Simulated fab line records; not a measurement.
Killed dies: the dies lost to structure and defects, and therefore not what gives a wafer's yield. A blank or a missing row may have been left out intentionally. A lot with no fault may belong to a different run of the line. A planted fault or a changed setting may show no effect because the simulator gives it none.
Comparing a struck lot with a sound one    flow nand harc    14 out of 1302 route steps
Sound: wafers L521.1, L521.4, L521.6. Struck: wafers L539.1, L539.4. (L539.5 of the same lot was not struck and is left out.) The cause comes at the end.
At each step with rows: each side's tool, then ch and its chambers, then its first start. Under that, the readings that differ: sound wafers    struck wafers    difference of the means    sigmas: that difference in standard deviations of wafers without a fault.
alike: readings with means less than 2 such deviations apart, plus words and numbers identical on both sides. not compared: withheld readings, readings lacking a value on some wafer, bounds such as >300 that could conceal the same value, and numbers that have no deviation in the record and whose values overlap.
Wherever a step has rows on one side only, a row that says differs or no value, or a row with sigmas, the two part there. Numbers that have no deviation but don't overlap get no sigmas and don't part them. A reading missing from all wafers of one side parts the sides only when that side holds two or more wafers.

NHARC_A_STAIRCASE_DESCUM_11: chemistry O2, time 3 s.
  sound on rie diel-09 ch 0,2,3, day 17 03:28; struck on rie diel-09 ch 0,1, day 24 18:17
  alike: chamber pressure mTorr, drypump motor current A, o2 flow sccm, oes product au, rf vpp V, showerhead plenum p Torr, throttle valve pct
  not compared: rf hours counter h
NHARC_A_STAIRCASE_TRIM_12: chemistry O2, time 211.2 s.
  sound on rie diel-09 ch 0,3, day 17 03:32; struck on rie diel-09 ch 1,3, day 24 18:22
reading                          sound           struck     difference  sigmas
showerhead plenum p Torr (Torr)  3.53 3.28 3.52  3.76 3.79  +0.33       +2
  alike: chamber pressure mTorr, drypump motor current A, o2 flow sccm, oes product au, rf vpp V, throttle valve pct
  not compared: rf hours counter h
then, 1 step without rows for these wafers: NHARC_A_STAIRCASE_ETCH_13 (etches the open film in C4F8/O2, target depth 100 nm, time 40.5 s).
NHARC_A_STAIRCASE_TRIM_14: chemistry O2, time 211.2 s.
  sound: rie diel-09 ch 0,2; struck: rie diel-09 ch 2,3
  alike: chamber pressure mTorr, drypump motor current A, o2 flow sccm, oes product au, rf vpp V, showerhead plenum p Torr, throttle valve pct
  not compared: rf hours counter h
then, 4 steps without rows for these wafers: NHARC_A_STAIRCASE_ETCH_15 (etches the open film in C4F8/O2, target depth 100 nm, time 40.5 s); NHARC_A_STAIRCASE_TRIM_16 (chemistry O2, time 211.2 s); NHARC_A_STAIRCASE_ETCH_17 (etches the open film in C4F8/O2, target depth 100 nm, time 40.5 s); NHARC_A_STAIRCASE_TRIM_18 (chemistry O2, time 211.2 s).
NHARC_A_STAIRCASE_ETCH_19: etches the open film in C4F8/O2, target depth 100 nm, time 40.5 s.
  sound: rie diel-09 ch 0,1,2; struck: rie diel-09 ch 1,2
  alike: chamber pressure mTorr, oes product au, rf vpp V
  not compared: rf hours counter h
then, 2 steps without rows for these wafers: NHARC_A_STAIRCASE_TRIM_20 (chemistry O2, time 211.2 s); NHARC_A_STAIRCASE_ETCH_21 (etches the open film in C4F8/O2, target depth 100 nm, time 40.5 s).
NHARC_A_STAIRCASE_TRIM_22: chemistry O2, time 211.2 s.
  sound on rie diel-13 ch 1,2,3, day 17 07:47; struck on rie diel-09 ch 0,2, day 24 19:40
reading                sound              struck       difference  sigmas
oes product au (a.u.)  0.997 0.988 1.010  0.891 0.904  -0.101      -8
  alike: chamber pressure mTorr, drypump motor current A, o2 flow sccm, rf vpp V, showerhead plenum p Torr, throttle valve pct
  not compared: rf hours counter h
NHARC_A_STAIRCASE_ETCH_23: etches the open film in C4F8/O2, target depth 100 nm, time 40.5 s.
  sound: rie diel-13 ch 0,2,3; struck: rie diel-09 ch 2,3
  alike: chamber pressure mTorr, oes product au, rf vpp V
  not compared: rf hours counter h
-- jump in the record: it breaks off in module A_STAIRCASE and resumes in module END (first step shown: number 1302 of the route), and 9 days separate the struck wafers' starts before and after --
NHARC_END_SORT_01:
  sound on prober-02 ch 0, day 25 09:25; struck on prober-01 ch 0, day 33 14:38
  alike: killed at array, killed at other, killed at periphery, killed dies, killed open, killed short

WHERE THEY PART
First at NHARC_A_STAIRCASE_TRIM_12; last, within this record, at NHARC_A_STAIRCASE_TRIM_22. Later steps at which nothing parts them and some readings are alike: NHARC_A_STAIRCASE_ETCH_23, NHARC_END_SORT_01.

WHY: the cause the simulator had injected
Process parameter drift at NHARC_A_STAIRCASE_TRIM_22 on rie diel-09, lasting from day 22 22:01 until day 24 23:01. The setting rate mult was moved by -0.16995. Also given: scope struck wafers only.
